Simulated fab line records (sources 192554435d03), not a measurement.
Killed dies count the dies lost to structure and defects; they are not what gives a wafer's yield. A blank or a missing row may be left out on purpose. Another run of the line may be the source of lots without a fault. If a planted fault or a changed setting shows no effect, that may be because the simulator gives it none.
Chamber matching	flow n5-finfet	4 sister chambers for N5_BEOL_M2_VIA_ETCH_34 on rie-diel-04
The step etches the open film in C4F6/O2, target depth 69.4 nm, time 65.9 s. 4 wafers are shown with their chamber, then 8 later ones without.

EACH WAFER AND ITS CHAMBER
wafer	chamber	showerhead-plenum-p-Torr (Torr)
L076.6	0	2.81
L085.1	2	2.87
L085.5	1	2.78
L088.2	3	3.00

WAFERS WITHOUT THEIR CHAMBER
wafer	showerhead-plenum-p-Torr (Torr)
L088.3	2.80
L088.5	2.78
L089.1	2.86
L089.3	2.80
L089.4	3.00
L091.1	3.00
L091.2	2.80
L091.4	2.86

WHICH CHAMBER EACH WENT THROUGH
wafer	from the rows above	in truth
L088.3	can't be placed: 0 or 1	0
L088.5	1	1
L089.1	2	2
L089.3	can't be placed: 0 or 1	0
L089.4	3	3
L091.1	3	3
L091.2	can't be placed: 0 or 1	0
L091.4	2	2
5 of 8 placed correctly. Can't be placed from these rows: 3 (the true chamber is among the candidates in 3). Number placed wrongly: 0.
How it was worked out, from the rows above alone: a wafer's distance from a chamber is the root of the sum, over the readings, of the square of ((its reading less the chamber's mean) divided by the reading's scatter). The wafer belongs to the nearest chamber; if the next one is less than 2 further off, it can't be placed. Each chamber's mean is taken over the wafers shown for it. The scatter: root of mean squared gap, hidden wafer to nearest shown wafer, with one shown wafer a chamber.
